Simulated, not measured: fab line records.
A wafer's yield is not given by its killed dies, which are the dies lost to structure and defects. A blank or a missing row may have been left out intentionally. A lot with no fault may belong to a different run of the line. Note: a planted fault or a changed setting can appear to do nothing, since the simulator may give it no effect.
Chamber matching ; flow nand-harc ; NHARC_P_M2_CMP_23 on cmp-02 has 4 sister chambers
The step polishes, t overpolish 20 s, target thk 144.3 nm. 16 wafers are shown with their chamber, then 8 later ones without.

WAFERS PAIRED WITH THEIR CHAMBERS
wafer;chamber;motor-current-A (A);time-to-endpoint-s (s)
L079.3;0;10.7;31.7
L079.5;0;10.5;29.6
L079.6;3;13.6;30.1
L081.1;1;10.9;28.1
L081.2;2;12.1;27.7
L081.3;3;13.3;29.2
L082.3;0;10.9;32.3
L082.4;2;11.6;28.8
L082.5;0;11.5;29.6
L086.1;3;13.2;25.7
L086.4;2;12.3;21.0
L086.6;0;10.7;27.1
L088.2;1;10.3;21.1
L088.3;2;11.9;24.1
L088.5;1;10.1;25.7
L092.1;1;10.0;23.7

SIGNATURES (means of the wafers above)
reading;chamber 0;chamber 1;chamber 2;chamber 3;scatter within a chamber
motor-current-A;10.860;10.325;11.975;13.367;0.346
time-to-endpoint-s;30.060;24.650;25.400;28.333;2.77
Rule: a wafer lies at a distance from a chamber equal to the root of the sum of squares, over the readings, of (its reading less the chamber's mean, divided by the reading's scatter). The wafer belongs to the nearest chamber; if the next one is less than 2 further off, it can't be placed. The scatter is the square root of a quotient: the sum, over the shown wafers, of each reading's squared deviation from its chamber's mean, divided by wafers minus chambers.

WAFERS WITH NO CHAMBER GIVEN
wafer;motor-current-A (A);time-to-endpoint-s (s)
L092.2;11.2;25.8
L092.5;10.3;25.5
L093.3;10.8;25.0
L093.5;11.9;23.6
L093.6;10.6;24.1
L094.1;12.9;28.4
L094.4;10.4;31.5
L094.5;10.8;31.3

THE CHAMBER EACH PASSED THROUGH
wafer;from the rows above;in truth
L092.2;can't be placed: 0 or 2 or 1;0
L092.5;can't be placed: 1 or 0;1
L093.3;can't be placed: 1 or 0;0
L093.5;2;2
L093.6;can't be placed: 1 or 0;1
L094.1;can't be placed: 3 or 2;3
L094.4;can't be placed: 0 or 1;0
L094.5;0;0
Correct placement for 2 of the 8. Unplaceable from these rows: 6, with the true chamber sitting among the candidates in 6. Placed wrongly: 0.
